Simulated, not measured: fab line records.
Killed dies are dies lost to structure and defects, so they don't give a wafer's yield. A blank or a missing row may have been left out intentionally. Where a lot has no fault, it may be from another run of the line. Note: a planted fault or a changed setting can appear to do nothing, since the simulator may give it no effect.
fab line records -- flow nand-harc
record lots=12, wafers=36, last-day=24
route steps=1159 shown A_SLIT@796 A_WL_FILL@813 END@1159
lots with no fault: from the same line, run without faults
start-h: hours from the record's first day to the start of the lot's first wafer shown -- wait-h: hours from the lot's prior step to this one -- " unchanged from the row above -- L1.1+2: several wafers, shown together as one row -- - no value, or no start given -- * or withheld: withheld -- < > ~ a bound
route shown NAME@n: NAME is a module with steps in the file, n the number in the route of the first one -- usual: mean and standard deviation over wafers with no fault -- same: alike in all rows -- chamber/n: place in a boat -- sites: readings site by site -- _std_site: their standard deviation -- _edge_site: outer sites' mean less inner sites' -- radius-mm: for every site, how far away it sits from the centre of the wafer -- mask NAME#n: copy n -- behind: the most recent tool/chamber to have shaped the wafer -- hold: reason for holding the lot/hours on hold/outcome of the hold -- device: names the non-switching transistor (n, p or np) -- end of line: the same wafers' tests at the end of the route -- step lacking rows: just its recipe -- killed: at the first sort, the dies lost to defects and structure; wafer yield is something else -- map: a wafer's dies, marking killed ones x, the rest . and places with no die _
set.NAME: the run value of the setting; set.NAME@STEP: its run value at that earlier step -- model.NAME: the simulator's own value behind a step, which no gauge read
the route's steps for a sample of lots (tables are steps, rows are wafers)
services: a tool's chamber out of use, with start hour (start-h, from the record's first day; less than 0 if before it), hours out, and reason
## steps
# step NHARC_A_SLIT_ETCH_17
# recipe bias-v=900, source-w=withheld, pressure-mtorr=20, ar-flow-sccm=375, c4f8-flow-sccm=83.3, o2-flow-sccm=41.7, time-s=1687.5, target-depth-a=1.01e+05, chemistry=C4F8/O2/Ar
# usual drypump-motor-current-A=5.6/0.37, o2-flow-sccm=41.70/0.12, showerhead-plenum-p-Torr=3.60/0.11, throttle-valve-pct=32.045/0.0093
lot.wafer,tool,chamber,start-h,wait-h,drypump-motor-current-A,o2-flow-sccm,rf-hours-counter-h,showerhead-plenum-p-Torr,throttle-valve-pct
L512.1,har-etch-02,1,327.29,-,5.0,41.52,182,3.84,32.043
L512.4,har-etch-02,0,327.29,-,6.2,41.79,-,3.52,32.036
L512.6,har-etch-02,1,327.29,-,5.0,41.41,-,3.84,32.052
L511.1,har-etch-01,1,327.82,-,5.4,41.67,6,3.55,32.036
L511.2,har-etch-01,0,327.82,-,5.6,41.66,6,3.59,32.041
L511.4,har-etch-01,1,327.82,-,5.5,41.70,-,3.55,32.037
L514.4,har-etch-02,0,331.91,-,6.2,41.52,-,3.52,32.028
L514.6,har-etch-02,1,331.91,-,5.1,41.84,-,3.84,32.066
L514.5,har-etch-02,0,331.91,-,6.2,41.67,-,3.52,32.039
L515.2,har-etch-01,1,337.73,-,5.4,41.91,7,3.55,32.033
L515.4,har-etch-01,0,337.73,-,5.6,41.70,-,3.59,32.048
L515.6,har-etch-01,0,337.73,-,5.6,41.60,-,3.59,32.051
L516.3,har-etch-02,1,338.86,-,5.0,41.61,-,3.84,32.048
L516.4,har-etch-02,0,338.86,-,6.2,41.73,-,3.51,32.031
L516.5,har-etch-02,1,338.86,-,5.0,41.62,-,3.84,32.052
L513.1,har-etch-01,1,340.17,-,5.5,41.66,9,3.55,32.025
L513.4,har-etch-01,0,340.17,-,5.6,41.67,-,3.59,32.041
L513.6,har-etch-01,1,340.17,-,5.5,41.73,-,3.55,32.044
L518.1,har-etch-02,1,361.49,-,5.0,41.63,198,3.83,32.071
L518.4,har-etch-02,1,361.49,-,5.1,41.72,-,3.83,32.047
L518.5,har-etch-02,0,361.49,-,6.2,41.62,-,3.51,32.042
L521.1,har-etch-01,0,386.44,-,5.6,41.89,28,3.58,32.062
L521.4,har-etch-01,0,386.44,-,5.6,41.92,-,3.58,32.035
L521.5,har-etch-01,0,386.44,-,5.6,41.68,-,3.58,32.033
L523.2,har-etch-01,0,394.58,-,5.6,41.74,33,3.58,32.034
L523.5,har-etch-01,1,394.58,-,5.5,41.71,-,3.53,32.036
L523.6,har-etch-01,0,394.58,-,5.6,41.76,-,3.58,32.056
L529.4,har-etch-02,0,430.47,-,6.2,41.74,-,3.49,32.040
L529.3,har-etch-02,1,430.47,-,5.0,41.93,-,3.81,32.046
L529.6,har-etch-02,0,430.47,-,6.2,41.78,-,3.49,32.034
L532.3,har-etch-01,1,450.70,-,5.5,42.00,-,3.53,32.049
L532.4,har-etch-01,0,450.70,-,5.6,41.76,-,3.57,32.046
L532.6,har-etch-01,0,450.70,-,5.6,41.45,-,3.57,32.037
L534.3,har-etch-01,1,459.26,-,5.5,41.79,-,3.52,32.037
L534.6,har-etch-01,0,459.26,-,5.6,41.52,-,3.56,32.054
L534.5,har-etch-01,1,459.26,-,5.5,41.82,-,3.52,32.046
# step NHARC_A_SLIT_STRIP_18
# recipe o2-flow-sccm=500, ar-flow-sccm=0, bias-w=0, chemistry=O2
# usual drypump-motor-current-A=5.6/0.47, o2-flow-sccm=499.8/1.5, oes-product-au=1.002/0.0095, rf-vpp-V=57.6/0.92, showerhead-plenum-p-Torr=3.47/0.11, throttle-valve-pct=17.038/0.0093
lot.wafer,tool,chamber,start-h,wait-h,drypump-motor-current-A,o2-flow-sccm,oes-product-au,rf-hours-counter-h,rf-vpp-V,showerhead-plenum-p-Torr,throttle-valve-pct
L512.4,rie-diel-01,3,-,-,5.6,502.0,0.988,0.4,56.2,3.44,17.029
L512.1,rie-diel-01,1,-,-,5.5,498.6,0.984,0.7,57.9,3.39,17.030
L512.6,rie-diel-01,2,-,-,6.6,498.6,0.998,-,57.3,3.53,17.052
L511.1,rie-diel-03,2,-,-,5.0,499.7,0.999,6.8,58.0,3.31,17.042
L511.4,rie-diel-03,3,-,-,5.7,502.7,0.996,6.6,55.9,3.44,17.033
L511.2,rie-diel-03,1,-,-,5.9,501.4,1.004,5.9,58.9,3.32,17.054
L514.4,rie-diel-03,3,-,-,5.7,499.7,0.996,6.7,57.6,3.44,17.033
L514.6,rie-diel-03,0,-,-,5.3,498.4,1.003,-,59.3,3.57,17.052
L514.5,rie-diel-03,1,-,-,5.9,499.4,1.003,-,57.0,3.32,17.041
L515.2,rie-diel-03,2,-,-,5.0,499.2,1.004,7.5,58.0,3.31,17.039
L515.4,rie-diel-03,0,-,-,5.3,500.6,1.001,6.7,58.8,3.57,17.057
L515.6,rie-diel-03,1,-,-,5.9,499.5,1.005,-,56.7,3.32,17.032
L516.4,rie-diel-01,1,-,-,5.5,500.0,1.006,1.3,57.4,3.39,17.033
L516.3,rie-diel-01,2,-,-,6.6,499.4,1.006,1.0,58.1,3.53,17.049
L516.5,rie-diel-01,2,-,-,6.6,500.1,1.002,-,58.7,3.53,17.057
L513.4,rie-diel-01,0,-,-,5.2,499.2,0.997,1.8,57.2,3.59,17.046
L513.1,rie-diel-01,1,-,-,5.5,501.7,0.983,1.6,56.9,3.39,17.029
L513.6,rie-diel-01,3,-,-,5.6,499.6,0.995,-,58.0,3.44,17.032
L518.1,rie-diel-03,3,-,-,5.7,500.7,1.018,9.3,56.9,3.43,17.044
L518.4,rie-diel-03,2,-,-,5.0,499.6,0.996,9.2,56.6,3.31,17.046
L518.5,rie-diel-03,0,-,-,5.3,501.9,0.999,-,58.4,3.57,17.042
L521.1,rie-diel-01,2,-,-,6.6,500.2,1.001,5.8,57.4,3.53,17.042
L521.4,rie-diel-01,3,-,-,5.6,495.6,1.007,6.0,58.0,3.43,17.044
L521.5,rie-diel-01,1,-,-,5.5,499.1,0.999,-,57.5,3.38,17.028
L523.2,rie-diel-10,2,-,-,5.9,498.9,0.998,1.1,56.6,3.56,17.040
L523.5,rie-diel-10,0,-,-,5.4,500.0,0.999,-,57.5,3.49,17.032
L523.6,rie-diel-10,1,-,-,5.2,501.8,1.008,-,59.6,3.74,17.043
L529.3,rie-diel-03,3,-,-,5.7,502.4,1.031,1.0,58.3,3.43,17.041
L529.4,rie-diel-03,0,-,-,5.4,497.2,0.999,1.4,58.2,3.57,17.029
L529.6,rie-diel-03,3,-,-,5.7,500.9,1.017,-,57.5,3.43,17.037
L532.4,rie-diel-03,2,-,-,5.0,501.5,0.980,4.1,57.6,3.30,17.023
L532.3,rie-diel-03,3,-,-,5.7,500.3,1.009,3.3,58.1,3.43,17.052
L532.6,rie-diel-03,0,-,-,5.3,499.1,0.980,-,58.3,3.57,17.030
L534.3,rie-diel-03,0,-,-,5.3,499.4,0.992,4.0,57.0,3.57,17.042
L534.6,rie-diel-03,3,-,-,5.7,500.6,1.015,-,58.9,3.43,17.040
L534.5,rie-diel-03,0,-,-,5.3,499.4,0.994,-,58.6,3.57,17.038
# step NHARC_A_WL_FILL_CVD_03
# recipe target-thk-a=400, temp-c=300, pressure-torr=40, wf6-flow-sccm=40, h2-flow-sccm=1600, ar-flow-sccm=1560, time-s=3302, material=W
# usual heater-power-w=482/48, mfc-h2-sccm=1599/5.1, throttle-valve-pct=7.8/0.37
lot.wafer,tool,chamber,start-h,wait-h,heater-power-w,mfc-h2-sccm,throttle-valve-pct
L511.1,cvd-w-02,0,339.96,1.5,551,1596,8.0
L511.2,cvd-w-02,1,339.96,1.5,436,1592,7.6
L511.4,cvd-w-02,0,339.96,1.5,564,1595,8.4
L512.1,cvd-w-01,1,342.30,3.6,459,1599,7.2
L512.4,cvd-w-01,0,343.71,5.0,474,1603,8.4
L512.6,cvd-w-01,0,343.71,5.0,466,1601,8.1
L514.4,cvd-w-02,1,343.67,1.2,438,1603,7.8
L514.5,cvd-w-02,1,343.67,1.2,428,1602,7.7
L514.6,cvd-w-02,0,343.67,1.2,558,1589,8.1
L516.4,cvd-w-01,1,349.95,1.0,455,1602,7.5
L516.3,cvd-w-01,0,349.95,1.0,472,1600,8.6
L516.5,cvd-w-01,1,349.95,1.0,460,1599,7.3
L515.2,cvd-w-02,1,350.28,1.2,445,1597,7.9
L515.4,cvd-w-02,0,351.69,2.6,543,1595,8.3
L515.6,cvd-w-02,1,351.69,2.6,441,1596,7.9
L513.1,cvd-w-01,0,351.83,2.6,482,1613,8.2
L513.4,cvd-w-01,1,353.22,4.0,448,1599,7.1
L513.6,cvd-w-01,0,353.22,4.0,465,1603,8.0
L518.1,cvd-w-02,0,378.98,6.4,563,1597,8.3
L518.4,cvd-w-02,0,378.98,6.4,561,1598,8.1
L518.5,cvd-w-02,0,378.98,6.4,559,1599,8.1
L521.1,cvd-w-01,1,396.75,0.7,457,1599,7.5
L521.4,cvd-w-01,1,396.75,0.7,460,1603,7.4
L521.5,cvd-w-01,0,396.75,0.7,460,1596,8.4
L523.2,cvd-w-02,1,407.11,1.7,441,1599,7.3
L523.6,cvd-w-02,0,408.54,3.1,566,1592,8.0
L523.5,cvd-w-02,1,408.54,3.1,438,1596,7.4
L529.3,cvd-w-01,1,443.29,1.6,450,1610,7.4
L529.4,cvd-w-01,0,443.29,1.6,470,1600,8.2
L529.6,cvd-w-01,0,443.29,1.6,470,1595,8.1
L532.4,cvd-w-02,1,468.76,7.3,443,1599,7.6
L532.3,cvd-w-02,0,468.76,7.3,563,1600,8.0
L532.6,cvd-w-02,1,468.76,7.3,441,1598,7.4
L534.3,cvd-w-01,0,471.95,2.1,467,1599,8.3
L534.5,cvd-w-01,0,471.95,2.1,477,1603,8.1
L534.6,cvd-w-01,1,471.95,2.1,468,1599,7.4
# step NHARC_A_WL_FILL_ETCHBACK_05
# recipe target-depth-a=220, time-s=60, temp-c=40, chemistry=Cl2/BCl3
# usual drypump-motor-current-A=5.62/0.24, oes-product-au=1.000/0.0083
lot.wafer,tool,chamber,start-h,wait-h,drypump-motor-current-A,oes-product-au,rf-hours-counter-h
L511.1,rie-metal-01,1,343.46,0.2,5.89,1.014,0.1
L511.2,rie-metal-01,0,343.46,0.2,5.31,1.012,0.1
L511.4,rie-metal-01,1,343.46,0.2,5.85,1.015,-
L512.1,rie-metal-02,0,345.85,0.2,5.57,0.993,3.1
L512.4,rie-metal-02,0,345.85,0.2,5.57,0.997,-
L512.6,rie-metal-02,1,345.85,0.2,5.42,1.002,-
L514.4,rie-metal-01,0,346.31,0.2,5.31,0.994,-
L514.6,rie-metal-01,1,346.31,0.2,5.87,0.998,-
L514.5,rie-metal-01,0,346.31,0.2,5.29,0.991,-
L516.4,rie-metal-03,1,352.58,0.1,5.91,0.998,-
L516.3,rie-metal-03,0,352.58,0.1,5.75,0.992,-
L516.5,rie-metal-03,1,352.58,0.1,5.90,0.999,-
L515.2,rie-metal-02,0,353.83,0.2,5.53,0.997,3.6
L515.4,rie-metal-02,0,353.83,0.2,5.55,0.994,-
L515.6,rie-metal-02,0,353.83,0.2,5.52,0.987,-
L513.1,rie-metal-01,1,355.36,0.2,5.85,0.987,1.0
L513.4,rie-metal-01,0,355.36,0.2,5.32,0.999,-
L513.6,rie-metal-01,1,355.36,0.2,5.90,0.995,-
L518.1,rie-metal-03,0,382.04,0.2,5.73,1.000,3.0
L518.4,rie-metal-03,0,382.04,0.2,5.72,1.011,-
L518.5,rie-metal-03,0,382.04,0.2,5.73,1.000,-
L521.1,rie-metal-03,0,399.84,0.2,5.70,1.004,3.6
L521.4,rie-metal-03,1,399.84,0.2,5.92,0.999,-
L521.5,rie-metal-03,0,399.84,0.2,5.70,1.014,-
L523.2,rie-metal-03,1,410.23,0.2,5.94,0.997,3.9
L523.6,rie-metal-03,1,410.23,0.2,5.93,0.989,-
L523.5,rie-metal-03,0,410.23,0.2,5.70,0.994,-
L529.4,rie-metal-03,0,445.96,0.1,5.70,0.753,-
L529.3,rie-metal-03,1,445.96,0.1,5.93,0.758,-
L529.6,rie-metal-03,1,445.96,0.1,5.93,0.761,-
L532.3,rie-metal-03,1,471.38,0.1,5.93,0.749,-
L532.4,rie-metal-03,0,471.38,0.1,5.72,0.755,-
L532.6,rie-metal-03,0,471.38,0.1,5.72,0.754,-
L534.3,rie-metal-03,0,474.61,0.1,5.73,0.756,-
L534.5,rie-metal-03,1,474.61,0.1,5.91,0.760,-
L534.6,rie-metal-03,0,474.61,0.1,5.72,0.757,-
# step NHARC_END_SORT_01
# recipe temp-c=25
# usual killed-at-array=26/11, killed-at-other=0.6/1, killed-at-periphery=3.1/2.1, killed-dies=30/11, killed-open=3.4/1.8, killed-short=2.1/1.5
# same gross-dies=677
lot.wafer,tool,chamber,start-h,wait-h,killed-at-array,killed-at-other,killed-at-periphery,killed-dies,killed-open,killed-short
L516.3,prober-02,0,466.75,3.1,15,0,4,19,3,3
L516.4,prober-02,0,467.55,3.4,24,2,8,34,6,1
L516.5,prober-02,0,468.35,3.7,22,0,5,27,2,2
L518.1,prober-01,0,502.31,2.5,25,0,3,28,1,4
L518.4,prober-01,0,504.70,3.4,34,1,3,38,3,1
L518.5,prober-01,0,505.50,3.7,28,2,1,31,3,1
L523.2,prober-02,0,511.55,2.8,13,0,7,20,7,2
L523.5,prober-02,0,513.95,3.7,14,0,4,18,2,3
L523.6,prober-02,0,514.75,4.0,6,1,5,12,3,0
L529.3,prober-02,0,550.03,3.1,55,1,0,56,1,3
L529.4,prober-02,0,550.84,3.4,47,0,2,49,1,3
L529.6,prober-02,0,552.45,4.0,52,4,3,59,4,4
L532.3,prober-01,0,571.18,3.1,41,0,1,42,5,3
L532.4,prober-01,0,571.98,3.4,32,0,2,34,2,1
L532.6,prober-01,0,573.57,4.0,37,1,2,40,3,1
L534.3,prober-02,0,571.21,3.1,28,0,1,29,3,4
L534.5,prober-02,0,572.78,3.6,24,0,2,26,1,3
L534.6,prober-02,0,573.56,3.9,28,0,3,31,5,2
# killed by level:class
L516.3 A_SLIT:chamber-film-flake=7 A_CONTACT:geometric-particle:open=2 P_M1:chamber-film-flake=2 A_STAIRCASE:chamber-film-flake=2 P_M1:geometric-particle:short=1 A_CHANNEL_HOLE_D1:geometric-particle:open=1 A_CHANNEL_FILL_D1:geometric-particle:short=1 A_M1:geometric-particle:short=1
L516.4 A_SLIT:chamber-film-flake=12 P_BONDPAD:chamber-film-flake=4 A_CONTACT:geometric-particle:open=3 A_CHANNEL_HOLE_D1:chamber-film-flake=3 A_SGD_CUT:geometric-particle:open=2 P_ZERO_WELL:chamber-film-flake=2 A_CONTACT:chamber-film-flake=2 THIN_TSV:chamber-film-flake=2
L516.5 A_SLIT:chamber-film-flake=9 A_CHANNEL_HOLE_D1:chamber-film-flake=5 P_ZERO_WELL:chamber-film-flake=3 A_CONTACT:chamber-film-flake=3 A_CHANNEL_HOLE_D1:geometric-particle:short=1 A_CHANNEL_HOLE_D1:geometric-particle:open=1 A_CHANNEL_FILL_D1:geometric-particle:short=1 A_CHANNEL_FILL_D1:geometric-particle:open=1
L518.1 A_SLIT:chamber-film-flake=11 A_SGD_CUT:chamber-film-flake=5 A_CHANNEL_FILL_D1:chamber-film-flake=3 A_CHANNEL_HOLE_D1:chamber-film-flake=2 P_CONTACT:geometric-particle:short=1 A_CHANNEL_FILL_D1:geometric-particle:short=1 A_CHANNEL_FILL_D1:geometric-particle:open=1 A_SGD_CUT:geometric-particle:short=1
L518.4 A_SLIT:chamber-film-flake=12 A_CHANNEL_HOLE_D1:chamber-film-flake=9 A_SGD_CUT:chamber-film-flake=3 A_CONTACT:chamber-film-flake=3 A_CHANNEL_FILL_D1:chamber-film-flake=2 P_GATE:geometric-particle:open=1 A_ONON_D1:geometric-particle:short=1 A_CONTACT:geometric-particle:open=1
L518.5 A_SLIT:chamber-film-flake=14 A_SGD_CUT:chamber-film-flake=4 A_CONTACT:chamber-film-flake=4 THIN_TSV:chamber-film-flake=2 A_M1:geometric-particle:open=2 A_CHANNEL_HOLE_D1:chamber-film-flake=2 P_M0:geometric-particle:short=1 A_CHANNEL_FILL_D1:geometric-particle:open=1
L523.2 P_CONTACT:geometric-particle:open=3 A_CHANNEL_HOLE_D1:chamber-film-flake=3 A_SOURCE_PLATE:geometric-particle:open=2 P_STI:chamber-film-flake=2 A_STAIRCASE:chamber-film-flake=2 P_GATE:geometric-particle:open=1 P_M0:geometric-particle:short=1 A_ONON_D1:geometric-particle:open=1
L523.5 A_BONDPAD:chamber-film-flake=5 A_CHANNEL_HOLE_D1:chamber-film-flake=4 P_M0:geometric-particle:short=1 P_M0:geometric-particle:open=1 A_CONTACT:geometric-particle:short=1 A_CONTACT:geometric-particle:open=1 A_M0:geometric-particle:short=1 P_STI:chamber-film-flake=1
L523.6 A_CHANNEL_HOLE_D1:chamber-film-flake=3 P_CONTACT:geometric-particle:open=2 A_SGD_CUT:geometric-particle:open=1 P_STI:chamber-film-flake=1 P_GATE:chamber-film-flake=1 P_M2:chamber-film-flake=1 A_SLIT:chamber-film-flake=1 A_WL_FILL:chamber-film-flake=1
L529.3 A_CHANNEL_HOLE_D1:chamber-film-flake=22 A_SLIT:chamber-film-flake=20 A_CONTACT:chamber-film-flake=6 A_STAIRCASE:chamber-film-flake=2 A_ONON_D1:geometric-particle:open=1 A_CHANNEL_FILL_D1:geometric-particle:short=1 A_WL_FILL:geometric-particle:short=1 A_M0:geometric-particle:short=1
L529.4 A_CHANNEL_HOLE_D1:chamber-film-flake=16 A_SLIT:chamber-film-flake=15 A_STAIRCASE:chamber-film-flake=6 A_CONTACT:chamber-film-flake=6 P_M0:geometric-particle:open=1 P_M1:geometric-particle:short=1 A_ONON_D1:geometric-particle:short=1 A_CHANNEL_FILL_D1:geometric-particle:short=1
L529.6 A_CHANNEL_HOLE_D1:chamber-film-flake=23 A_SLIT:chamber-film-flake=16 A_WL_FILL:geometric-particle:short=3 A_STAIRCASE:chamber-film-flake=3 A_CONTACT:chamber-film-flake=3 THIN_TSV:chamber-film-flake=3 A_CONTACT:geometric-particle:open=2 P_GATE:geometric-particle:open=1
L532.3 A_CHANNEL_HOLE_D1:chamber-film-flake=28 A_WL_FILL:chamber-film-flake=3 A_ONON_D1:geometric-particle:short=2 A_CONTACT:geometric-particle:open=2 A_STAIRCASE:chamber-film-flake=2 P_M0:geometric-particle:open=1 A_CHANNEL_HOLE_D1:geometric-particle:open=1 A_CHANNEL_FILL_D1:geometric-particle:open=1
L534.3 A_STAIRCASE:chamber-film-flake=9 A_CHANNEL_HOLE_D1:chamber-film-flake=7 A_WL_FILL:geometric-particle:short=3 A_CHANNEL_FILL_D1:chamber-film-flake=3 A_CONTACT:chamber-film-flake=2 A_SOURCE_PLATE:geometric-particle:short=1 A_CHANNEL_FILL_D1:geometric-particle:open=1 A_CONTACT:geometric-particle:open=1
L532.4 A_CHANNEL_HOLE_D1:chamber-film-flake=17 A_WL_FILL:chamber-film-flake=5 A_STAIRCASE:chamber-film-flake=3 P_ZERO_WELL:chamber-film-flake=2 A_CONTACT:chamber-film-flake=2 A_CHANNEL_HOLE_D1:geometric-particle:open=1 A_CHANNEL_FILL_D1:geometric-particle:open=1 A_CHANNEL_FILL_D1:geometric-particle:short=1
L534.5 A_CHANNEL_HOLE_D1:chamber-film-flake=10 A_STAIRCASE:chamber-film-flake=4 A_CONTACT:chamber-film-flake=4 A_WL_FILL:chamber-film-flake=2 P_STI:geometric-particle:short=1 A_WL_FILL:geometric-particle:short=1 A_M0:geometric-particle:open=1 A_M1:geometric-particle:short=1
L534.6 A_CHANNEL_HOLE_D1:chamber-film-flake=10 A_STAIRCASE:chamber-film-flake=4 A_CONTACT:chamber-film-flake=3 P_M0:geometric-particle:open=2 A_SGD_CUT:geometric-particle:open=2 A_ZERO_WELL:chamber-film-flake=2 A_M0:chamber-film-flake=2 A_WL_FILL:geometric-particle:short=1
L532.6 A_CHANNEL_HOLE_D1:chamber-film-flake=22 A_STAIRCASE:chamber-film-flake=4 A_WL_FILL:chamber-film-flake=3 A_CONTACT:chamber-film-flake=3 A_CONTACT:geometric-particle:open=2 A_ONON_D1:geometric-particle:short=1 A_SGD_CUT:geometric-particle:open=1 P_GATE:chamber-film-flake=1
## services
tool,chamber,start-h,hours,kind
rie-diel-01,0,304.14,4.4,repair
har-etch-01,-,305.00,17.0,pm
har-etch-01,0,305.00,17.0,vent-cycle
har-etch-01,1,305.00,17.0,vent-cycle
rie-diel-10,1,308.08,15.5,repair
rie-diel-01,-,314.80,9.0,pm
rie-diel-10,-,329.36,0.2,repair
rie-metal-01,-,332.00,9.0,pm
rie-metal-03,-,344.99,1.6,repair
rie-diel-10,-,353.50,9.0,pm
rie-metal-03,0,363.74,4.6,repair
rie-diel-10,1,370.58,2.2,repair
rie-diel-10,2,371.28,6.9,repair
cvd-w-02,-,381.32,13.0,pm
rie-diel-01,3,382.26,3.8,repair
rie-metal-02,-,388.00,9.0,pm
rie-diel-03,-,392.30,9.0,pm
rie-diel-01,0,395.84,10.0,repair
rie-diel-01,-,399.08,0.2,repair
rie-diel-03,3,411.44,4.4,repair
rie-metal-01,1,422.97,19.5,repair
rie-metal-03,-,437.05,0.6,repair
rie-metal-03,-,453.00,9.0,pm
rie-metal-02,0,456.99,16.7,repair
## key
first-sign step=NHARC_A_WL_FILL_ETCHBACK_05, reading=oes-product-au, direction=down, sigmas=29, usual=1.000, struck=0.756
effect none on later readings
met-at NHARC_A_WL_FILL_ETCHBACK_05
struck-lots L529,L532,L534
tester-left-out L529,L532,L534
not-acting-at NHARC_A_SLIT_ETCH_17,NHARC_A_SLIT_STRIP_18,NHARC_A_WL_FILL_CVD_03
onset-between 410.23 445.96
fault kind=process-parameter-drift, tool=rie-metal-03, chamber=-, onset-h=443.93, steps=NHARC_A_WL_FILL_ETCHBACK_05, channel=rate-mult, offset=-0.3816, shape=step, end-h=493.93
# tester-left-out: of these lots the tester's yield and bins aren't shown, on N5 and GAA mostly nor the transistor test; their killed dies are dies lost to structure and defects alone, not to doping, threshold or leakage, so they don't give the yield
